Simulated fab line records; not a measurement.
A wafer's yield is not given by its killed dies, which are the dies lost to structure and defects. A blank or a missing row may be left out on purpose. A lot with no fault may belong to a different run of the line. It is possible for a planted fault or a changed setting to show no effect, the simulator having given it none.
Matching of chambers -- flow n5-finfet -- N5_SD_EPI_N_ETCH_35 on rie-diel-04 has 4 sister chambers
The step etches SOC in N2/H2, overetch 108 nm, time 486 s. 4 wafers are shown with their chamber, then 7 later ones without.

== WAFERS, EACH WITH ITS CHAMBER ==
wafer,chamber,showerhead-plenum-p-Torr (Torr)
L074.3,2,2.51
L084.5,3,2.42
L085.1,1,2.46
L085.4,0,2.64

== WAFERS WHOSE CHAMBER IS MISSING ==
wafer,showerhead-plenum-p-Torr (Torr)
L085.5,2.50
L089.1,2.41
L089.3,2.50
L089.5,2.50
L093.2,2.45
L093.4,2.50
L093.5,2.50

== THE CHAMBER EACH PASSED THROUGH ==
wafer,from the rows above,in truth
L085.5,2,2
L089.1,3,3
L089.3,2,2
L089.5,2,2
L093.2,1,1
L093.4,2,2
L093.5,2,2
Placed correctly: 7 of 7. Number that these rows cannot place: 0. Placed wrongly: 0.
How it was worked out, from the rows above alone: a wafer's distance from a chamber is the root of the sum, over the readings, of the square of ((its reading less the chamber's mean) divided by the reading's scatter). The wafer belongs to the nearest chamber; if the next one is less than 2 further off, it can't be placed. A chamber's mean is the mean of its shown wafers. The scatter: root of mean squared gap, hidden wafer to nearest shown wafer, with one shown wafer a chamber.
